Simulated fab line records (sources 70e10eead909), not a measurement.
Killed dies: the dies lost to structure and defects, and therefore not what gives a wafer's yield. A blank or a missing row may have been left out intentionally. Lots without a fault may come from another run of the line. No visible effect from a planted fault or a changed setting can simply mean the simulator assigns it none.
Matching of chambers	flow nand-harc	NHARC_A_M1_DEP_33 on pecvd-01: 3 sister chambers
The step deposits SiCN, target thk 30 nm. 16 wafers are shown with their chamber, then 8 later ones without.

## WAFERS PAIRED WITH THEIR CHAMBERS
wafer	chamber	heater-power-w (W)
L076.2	1	544
L076.3	2	537
L076.4	1	561
L081.1	0	546
L081.3	2	534
L081.6	0	543
L086.1	0	534
L086.2	2	527
L086.3	1	676
L090.1	1	626
L090.3	2	530
L090.5	1	623
L095.1	2	543
L095.2	0	496
L095.5	1	598
L093.1	0	540

SIGNATURES (means of the wafers above)
reading	chamber 0	chamber 1	chamber 2	scatter within a chamber
heater-power-w	531.80	604.67	534.20	32
Rule: distance of a wafer from a chamber = root of the sum over the readings of ((wafer's reading minus chamber's mean) / reading's scatter) squared. If the next closest chamber is less than 2 further off than the closest, the wafer can't be placed; otherwise it belongs to the closest. The scatter: take each reading less its chamber's mean, square it, sum over the shown wafers, divide by the number of wafers less the number of chambers, and take the root.

## WAFERS WITH NO CHAMBER GIVEN
wafer	heater-power-w (W)
L093.5	631
L093.6	530
L096.1	546
L096.3	552
L096.6	537
L097.1	532
L097.2	535
L097.4	615

## EACH ONE'S CHAMBER
wafer	from the rows above	in truth
L093.5	1	1
L093.6	can't be placed: 0 or 2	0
L096.1	can't be placed: 2 or 0 or 1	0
L096.3	can't be placed: 2 or 0 or 1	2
L096.6	can't be placed: 2 or 0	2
L097.1	can't be placed: 0 or 2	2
L097.2	can't be placed: 2 or 0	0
L097.4	1	1
2 of 8 placed correctly. Unplaceable from these rows: 6, with the true chamber sitting among the candidates in 6. Placed wrongly: 0.
